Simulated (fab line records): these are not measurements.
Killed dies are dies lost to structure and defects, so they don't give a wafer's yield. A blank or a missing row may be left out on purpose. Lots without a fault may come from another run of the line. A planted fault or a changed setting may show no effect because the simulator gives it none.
Chamber matching || flow n5_finfet || N5_MOL_CONTACT_COAG_ALD_131 on ald_sin-04 has 4 sister chambers
The step deposits SiO2, target thk 5 nm, pulse time 1 s, co reactant pulse time 1 s. 16 wafers are shown with their chamber, then 8 later ones without.

== WAFERS WITH THEIR CHAMBER ==
{"wafer": "L074.3", "chamber": 1, "heater_power_w (W)": 77, "precursor_pulse_height_rel": 1.007}
{"wafer": "L074.4", "chamber": 0, "heater_power_w (W)": 71, "precursor_pulse_height_rel": 0.965}
{"wafer": "L074.5", "chamber": 0, "heater_power_w (W)": 70, "precursor_pulse_height_rel": 1.006}
{"wafer": "L076.2", "chamber": 2, "heater_power_w (W)": 86, "precursor_pulse_height_rel": 1.015}
{"wafer": "L076.5", "chamber": 3, "heater_power_w (W)": 74, "precursor_pulse_height_rel": 1.014}
{"wafer": "L076.6", "chamber": 2, "heater_power_w (W)": 86, "precursor_pulse_height_rel": 1.032}
{"wafer": "L080.2", "chamber": 2, "heater_power_w (W)": 87, "precursor_pulse_height_rel": 1.054}
{"wafer": "L080.4", "chamber": 0, "heater_power_w (W)": 71, "precursor_pulse_height_rel": 1.024}
{"wafer": "L080.5", "chamber": 0, "heater_power_w (W)": 73, "precursor_pulse_height_rel": 1.015}
{"wafer": "L081.1", "chamber": 1, "heater_power_w (W)": 76, "precursor_pulse_height_rel": 1.001}
{"wafer": "L081.2", "chamber": 3, "heater_power_w (W)": 75, "precursor_pulse_height_rel": 1.017}
{"wafer": "L081.6", "chamber": 2, "heater_power_w (W)": 87, "precursor_pulse_height_rel": 1.006}
{"wafer": "L087.1", "chamber": 3, "heater_power_w (W)": 76, "precursor_pulse_height_rel": 0.992}
{"wafer": "L087.2", "chamber": 2, "heater_power_w (W)": 87, "precursor_pulse_height_rel": 0.990}
{"wafer": "L087.6", "chamber": 2, "heater_power_w (W)": 87, "precursor_pulse_height_rel": 1.001}
{"wafer": "L089.1", "chamber": 0, "heater_power_w (W)": 73, "precursor_pulse_height_rel": 1.014}

SIGNATURES, as means of the wafers listed above
{"reading": "heater_power_w", "chamber 0": 71.60, "chamber 1": 76.50, "chamber 2": 86.67, "chamber 3": 75.00, "scatter within a chamber": 0.959}
{"reading": "precursor_pulse_height_rel", "chamber 0": 1.00480, "chamber 1": 1.00400, "chamber 2": 1.01633, "chamber 3": 1.00767, "scatter within a chamber": 0.0209}
Rule: a wafer lies at a distance from a chamber equal to the root of the sum of squares, over the readings, of (its reading less the chamber's mean, divided by the reading's scatter). If the next closest chamber is less than 2 further off than the closest, the wafer can't be placed; otherwise it belongs to the closest. The scatter is the square root of a quotient: the sum, over the shown wafers, of each reading's squared deviation from its chamber's mean, divided by wafers minus chambers.

== WAFERS WITHOUT THEIR CHAMBER ==
{"wafer": "L089.2", "heater_power_w (W)": 78, "precursor_pulse_height_rel": 1.012}
{"wafer": "L089.5", "heater_power_w (W)": 87, "precursor_pulse_height_rel": 1.025}
{"wafer": "L092.3", "heater_power_w (W)": 79, "precursor_pulse_height_rel": 0.973}
{"wafer": "L092.5", "heater_power_w (W)": 78, "precursor_pulse_height_rel": 0.991}
{"wafer": "L092.6", "heater_power_w (W)": 87, "precursor_pulse_height_rel": 0.983}
{"wafer": "L095.1", "heater_power_w (W)": 89, "precursor_pulse_height_rel": 0.980}
{"wafer": "L095.3", "heater_power_w (W)": 80, "precursor_pulse_height_rel": 0.969}
{"wafer": "L095.6", "heater_power_w (W)": 89, "precursor_pulse_height_rel": 0.989}

== WHICH CHAMBER EACH ONE RAN IN ==
{"wafer": "L089.2", "from the rows above": "can't be placed: 1 or 3", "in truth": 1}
{"wafer": "L089.5", "from the rows above": 2, "in truth": 2}
{"wafer": "L092.3", "from the rows above": "can't be placed: 1 or 3", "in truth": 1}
{"wafer": "L092.5", "from the rows above": "can't be placed: 1 or 3", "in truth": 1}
{"wafer": "L092.6", "from the rows above": 2, "in truth": 2}
{"wafer": "L095.1", "from the rows above": 2, "in truth": 2}
{"wafer": "L095.3", "from the rows above": "can't be placed: 1 or 3", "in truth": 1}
{"wafer": "L095.6", "from the rows above": 2, "in truth": 2}
Correct placement for 4 of the 8. Can't be placed from these rows: 4 (the true chamber is among the candidates in 4). Number placed wrongly: 0.
